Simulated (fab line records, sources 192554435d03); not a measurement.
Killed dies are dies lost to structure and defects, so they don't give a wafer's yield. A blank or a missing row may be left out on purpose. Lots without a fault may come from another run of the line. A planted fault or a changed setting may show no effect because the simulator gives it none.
fab line records | flow n5_finfet
record lots=12 wafers=34 last_day=18
route steps=1938 shown BEOL_M5@1112 PASSIVATION@1936
lots that met no fault: from a run of the same line without faults
start_h: hours from the record's first day to the start of the lot's first wafer shown | wait_h: hours since the lot's step before | " the same as in the row above | L1.1+2: a row that stands for several wafers | - no value, or no start given | * or withheld: withheld | < > ~ a bound
route shown NAME@n: a module of which the file shows steps, and the number in the route of the first | usual: mean/standard deviation of fault-free wafers | same: alike in all rows | chamber/n: place in a boat | sites: the reading at each site | _std_site: their standard deviation | _edge_site: outer sites' mean less inner sites' | radius_mm: how far each site lies from the wafer's centre | mask NAME#n: copy n | behind: the tool/chamber that last shaped the wafer | hold: why the lot was held/for how many hours/how that ended | device: the transistor (n, p or np) that didn't switch | end of line: the same wafers' tests at the end of the route | a step without rows: its recipe alone | killed: dies lost to structure and defects at the first sort, not the wafer's yield | map: a wafer's dies, x killed, . not, _ none there
set.NAME: the setting as run; set.NAME@STEP: as run at that earlier step | model.NAME: the simulator's own value behind a step, which no gauge read
steps of the route over a sample of lots; a table a step, a row a wafer
services: from which hour (start_h, from the record's first day; less than 0 if before it) a tool's chamber was out of use, for how many hours, and why
## steps
# step N5_BEOL_M5_ILD_DEP_00
# recipe material=SiCOH_lowk target_thk_a=1406.4 temp_c=300 precursor=DEMS/porogen pressure_torr=5 rf_w=500 time_s=25.9
# usual heater_power_w=288/42 showerhead_plenum_p_Torr=5.741/0.018 throttle_valve_pct=13.8/0.54
# columns lot.wafer tool chamber start_h wait_h heater_power_w showerhead_plenum_p_Torr throttle_valve_pct
L666.1 pecvd-01 0 158.96 0.8 353 5.762 13.6
L666.2 " 2 " " 255 5.736 13.2
L666.3 " 1 " " 235 5.739 13.3
L669.5 pecvd-03 0 182.05 0.2 304 5.714 13.5
L669.6 " 1 " " 302 5.739 14.4
L671.1 pecvd-02 0 192.06 0.8 290 5.744 14.2
L671.2 " 1 " " 292 5.765 14.5
L671.3 " 2 " " 227 5.698 13.8
L677.1 pecvd-03 1 238.59 0.8 260 5.754 14.6
L677.2 " 2 " " 294 5.737 13.5
L677.3 " 0 " " 286 5.727 14.0
L678.3 pecvd-02 0 246.58 0.5 286 5.745 14.3
L678.4 " 0 " " 290 5.755 14.1
L678.6 " 2 " " 245 5.695 13.9
L679.2 pecvd-03 0 255.61 0.7 330 5.712 13.9
L679.3 " 1 " " 309 5.746 14.2
L679.4 " 2 " " 290 5.727 13.2
L680.3 pecvd-02 0 260.17 0.5 291 5.764 14.1
L680.4 " 1 " " 295 5.763 14.6
L680.5 " 2 " " 270 5.705 14.1
L686.2 pecvd-02 1 289.02 0.7 318 5.760 14.7
L686.5 " 1 " " 321 5.769 14.6
L685.2 pecvd-01 2 293.30 0.7 289 5.744 12.7
L685.4 " 0 " " 398 5.758 13.5
L685.6 " 2 " " 292 5.733 12.8
L687.1 pecvd-01 2 300.58 0.8 321 5.757 13.0
L687.4 " 0 " " 323 5.756 13.7
L687.6 " 1 " " 220 5.747 13.0
L688.1 pecvd-03 1 316.93 0.8 305 5.732 14.5
L688.4 " 1 " " 312 5.757 14.4
L688.6 " 2 " " 260 5.724 13.2
L689.2 pecvd-03 2 330.91 0.7 300 5.745 13.1
L689.5 " 0 " " 274 5.730 14.1
L689.6 " 2 " " 235 5.746 13.4
# step N5_BEOL_M5_HM_DEP_02
# recipe material=TiN target_thk_a=200 temp_c=25 chamber_pressure_pa=0.49996
# usual throttle_valve_pct=29.8/0.79
# columns lot.wafer tool chamber start_h wait_h throttle_valve_pct
L666.1 pvd_sputter-01 - 161.97 1.9 29.5
L666.2 " - " " 30.1
L666.3 " - " " 29.1
L669.5 pvd_sputter-01 - 184.09 1.4 29.0
L669.6 " - " " 29.7
L671.1 pvd_sputter-01 - 193.37 0.7 28.9
L671.2 " - " " 29.6
L671.3 " - " " 30.0
L677.1 pvd_sputter-01 - 240.62 1.4 30.1
L677.2 " - " " 30.5
L677.3 " - " " 29.1
L678.3 pvd_sputter-01 - 247.51 0.3 29.6
L678.4 " - " " 29.2
L678.6 " - " " 29.9
L679.2 pvd_sputter-03 - 256.33 0.1 30.2
L679.3 " - " " 30.7
L679.4 " - " " 29.5
L680.3 pvd_sputter-02 - 263.00 2.2 30.7
L680.4 " - " " 29.1
L680.5 " - " " 28.0
L686.2 pvd_sputter-01 - 291.74 2.1 28.9
L686.5 " - " " 30.3
L685.2 pvd_sputter-03 - 295.14 1.2 29.5
L685.4 " - " " 30.8
L685.6 " - " " 30.8
L687.1 pvd_sputter-01 - 301.56 0.2 29.2
L687.4 " - " " 30.7
L687.6 " - " " 30.7
L688.1 pvd_sputter-03 - 318.17 0.1 30.0
L688.4 " - " " 30.9
L688.6 " - " " 29.3
L689.2 pvd_sputter-02 - 332.40 0.7 27.9
L689.5 " - " " 28.0
L689.6 " - " " 29.2
# step N5_BEOL_M5_STRIP_19
# recipe chemistry=O2 power_w=400 temp_c=40 pressure_mtorr=30 rf_frequency_hz=6e+07 bias_power_w=0 overash_fraction=0.2 o2_flow_sccm=225
# usual drypump_motor_current_A=5.9/0.34 oes_product_au=0.82/0.096 rf_vpp_V=3.6/0.5 showerhead_plenum_p_Torr=2.07/0.083 throttle_valve_pct=16.61/0.23
# columns lot.wafer tool chamber start_h wait_h drypump_motor_current_A oes_product_au rf_hours_counter_h rf_vpp_V showerhead_plenum_p_Torr throttle_valve_pct
L666.1 rie_diel-03 3 163.16 0.2 5.5 0.70 231 4.5 1.98 16.54
L666.2 " 1 " " 5.6 0.73 185 3.3 2.00 16.93
L666.3 " 2 " " 6.5 0.69 247 3.9 2.09 16.75
L669.5 rie_diel-06 1 185.06 0.0 6.2 0.91 - 4.1 2.05 16.69
L669.6 " 0 " " 5.4 0.68 - 3.4 1.98 16.79
L671.1 rie_diel-06 1 194.34 0.2 6.2 0.90 30 3.4 2.05 16.69
L671.2 " 2 " " 5.9 0.68 245 3.4 2.12 16.62
L671.3 " 3 " " 6.0 0.77 130 3.9 2.03 16.76
L677.1 rie_diel-03 1 241.77 0.2 5.6 0.72 209 4.3 1.99 17.00
L677.2 " 2 " " 6.5 0.94 14 3.6 2.08 16.29
L677.3 " 0 " " 5.8 0.85 57 3.7 2.12 16.77
L678.3 rie_diel-03 2 248.39 0.1 6.6 0.94 15 4.5 2.08 16.31
L678.4 " 0 " " 5.8 0.84 59 3.7 2.12 16.76
L678.6 " 3 " " 5.5 0.97 - 3.2 2.23 16.10
L679.2 rie_diel-04 2 257.21 0.1 6.1 0.93 16 3.6 2.13 16.48
L679.3 " 3 " " 5.6 0.76 143 3.8 1.94 16.50
L679.4 " 2 " " 6.0 0.92 - 3.9 2.13 16.49
L680.3 rie_diel-06 1 264.13 0.1 6.2 0.86 55 2.8 2.04 16.75
L680.4 " 0 " " 5.4 0.98 0 4.3 2.23 16.34
L680.5 " 2 " " 5.9 0.91 - 4.2 2.12 16.21
L686.2 rie_diel-03 2 292.83 0.2 6.6 0.91 29 3.9 2.07 16.34
L686.5 " 3 " " 5.5 0.92 - 3.7 2.23 16.11
L685.2 rie_diel-04 0 296.02 0.1 5.4 0.72 197 3.7 1.97 16.42
L685.4 " 1 " " 6.2 0.72 207 3.5 2.18 16.68
L685.6 " 3 " " 5.6 0.75 - 3.4 1.94 16.53
L687.1 rie_diel-04 1 302.45 0.1 6.2 0.71 208 3.1 2.18 16.67
L687.4 " 0 " " 5.4 0.73 198 3.4 1.97 16.40
L687.6 " 1 " " 6.2 0.71 - 4.2 2.18 16.67
L688.1 rie_diel-04 0 319.20 0.1 5.4 0.73 201 3.7 1.97 16.42
L688.4 " 3 " " 5.6 0.75 159 2.9 1.94 16.54
L688.6 " 3 " " 5.7 0.75 - 4.0 1.94 16.52
L689.2 rie_diel-06 3 333.57 0.1 6.0 0.73 174 4.7 2.02 16.87
L689.5 " 3 " " 6.0 0.74 - 4.5 2.02 16.88
L689.6 " 2 " " 5.9 0.88 - 2.9 2.11 16.25
# step N5_BEOL_M5_COAT_74
# recipe resist=underlayer temp_c=205 time_s=60 spin_rpm=1500 resist_thk_nm=5
# usual heater_power_total_W=391.6/1.3 plate_temp_C=204.99/0.15
# columns lot.wafer tool chamber start_h wait_h heater_power_total_W plate_temp_C
L666.1 litho_track-01 0 163.27 - 389.5 204.91
L666.2 " 0 " " 393.5 204.97
L666.3 " 0 " " 394.0 204.96
L669.5 litho_track-01 0 185.19 - 392.7 205.05
L669.6 " 0 " " 392.1 204.98
L671.1 litho_track-04 0 195.75 - 389.7 204.99
L671.2 " 0 " " 391.9 205.17
L671.3 " 0 " " 391.5 205.17
L677.1 litho_track-01 0 241.88 - 382.6 200.93
L677.2 " 0 " " 382.2 200.67
L677.3 " 0 " " 381.1 201.04
L678.3 litho_track-04 0 248.50 - 392.2 205.22
L678.4 " 0 " " 393.2 205.03
L678.6 " 0 " " 391.3 205.08
L679.2 litho_track-01 0 258.27 - 382.3 200.72
L679.3 " 0 " " 382.0 200.98
L679.4 " 0 " " 381.5 200.66
L680.3 litho_track-03 0 264.55 - 392.0 205.01
L680.4 " 0 " " 393.5 205.17
L680.5 " 0 " " 390.3 205.15
L686.2 litho_track-04 0 293.94 - 393.1 205.21
L686.5 " 0 " " 391.4 205.15
L685.2 litho_track-03 0 299.47 - 392.7 205.02
L685.4 " 0 " " 389.5 205.11
L685.6 " 0 " " 391.8 204.95
L687.1 litho_track-04 0 305.43 - 392.2 204.97
L687.4 " 0 " " 390.1 204.60
L687.6 " 0 " " 392.7 204.87
L688.1 litho_track-03 0 319.60 - 390.1 205.21
L688.4 " 0 " " 390.2 205.14
L688.6 " 0 " " 389.7 205.14
L689.2 litho_track-04 0 334.41 - 389.5 204.99
L689.5 " 0 " " 391.5 204.89
L689.6 " 0 " " 392.8 204.87
# step N5_PASSIVATION_PROBE_49
# usual defect_limited_yield=90.9/1.6 killed_at_M0_to_M3=34/10 killed_at_M4_up=13/5.4 killed_at_contacts=13/6 killed_at_front_end=42/13 killed_at_other=4/3.2 killed_dies=107/18 killed_open=69/14 killed_short=35/7.7 sort_bin_4_leakage=0.02/0.17 sort_bin_5_function=5.3/1 sort_bin_6_memory=3.3/0.75 sort_n_pass=1073/19 sort_yield_pct=90.9/1.6
# same gross_dies=1180 killed_at_back_side=0 sort_bin_8_speed[%]=0
# columns lot.wafer tool chamber start_h wait_h defect_limited_yield[%] killed_at_M0_to_M3 killed_at_M4_up killed_at_contacts killed_at_front_end killed_at_other killed_dies killed_open killed_short sort_bin_4_leakage[%] sort_bin_5_function[%] sort_bin_6_memory[%] sort_n_pass sort_yield_pct[%]
L679.3 prober-01 - 357.51 0.1 90.6 43 7 10 36 15 111 65 36 0 6.1 3.0 1069 90.6
# killed by level:class
L679.3 BEOL_M2:geometric_particle:open=11 PASSIVATION:area_etch=10 FIN_SAQP:geometric_particle:open=9 BEOL_M0_SAQP:geometric_particle:short=9 MOL_CONTACT_COAG:geometric_particle:open=7 GATE_CUT:geometric_particle:short=5 BEOL_M0_SAQP:geometric_particle:open=5 BEOL_M1:geometric_particle:open=5
## services
# columns tool chamber start_h hours kind
rie_diel-04 - 136.74 2.8 pm
pecvd-02 - 140.79 14.6 pm
rie_diel-04 2 157.46 2.1 repair
pecvd-03 2 165.01 2.1 scheduled_down
pecvd-02 2 166.02 23.7 repair
pecvd-03 0 175.21 5.5 scheduled_down
rie_diel-06 2 178.37 10.6 repair
pecvd-01 - 188.36 0.8 repair
pecvd-03 1 189.02 5.5 scheduled_down
rie_diel-04 2 189.35 - clean
rie_diel-04 2 189.35 - consumable_replace:focus_ring
rie_diel-04 2 189.35 21.2 scheduled_down
rie_diel-06 - 201.59 2.8 pm
rie_diel-04 0 209.83 5.8 repair
pecvd-02 - 239.60 1.0 repair
pecvd-01 - 242.73 2.0 repair
rie_diel-04 0 250.43 17.9 repair
rie_diel-03 - 267.61 2.8 pm
pecvd-01 1 268.27 3.6 repair
rie_diel-03 3 285.89 4.9 repair
pvd_sputter-02 - 305.99 6.3 repair
pecvd-01 2 314.61 4.8 repair
rie_diel-06 - 318.79 1.1 repair
litho_track-04 - 321.72 - consumable_replace:filter
## key
first_sign step=N5_BEOL_M5_COAT_74 reading=plate_temp_C direction=down sigmas=27 usual=* struck=*
effect step=N5_BEOL_M5_COAT_74 reading=heater_power_total_W direction=down sigmas=7.5 usual=* struck=*
met_at N5_BEOL_M5_COAT_74
struck_lots L677,L679
baseline_loss step=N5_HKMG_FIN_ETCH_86 wafers=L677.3
baseline_loss step=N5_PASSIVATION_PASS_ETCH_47 wafers=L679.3
not_acting_at N5_BEOL_M5_ILD_DEP_00,N5_BEOL_M5_HM_DEP_02,N5_BEOL_M5_STRIP_19
onset_between 185.19 241.88
fault kind=process_parameter_drift tool=litho_track-01 chamber=- onset_h=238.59 steps=N5_BEOL_M5_COAT_74 channel=temp_c offset=* shape=step end_h=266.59 acts_in=* stated=*
# baseline_loss: these wafers lose ten dies or more at that step, a loss of the line's own and not of a fault; the sort's usual values leave them out
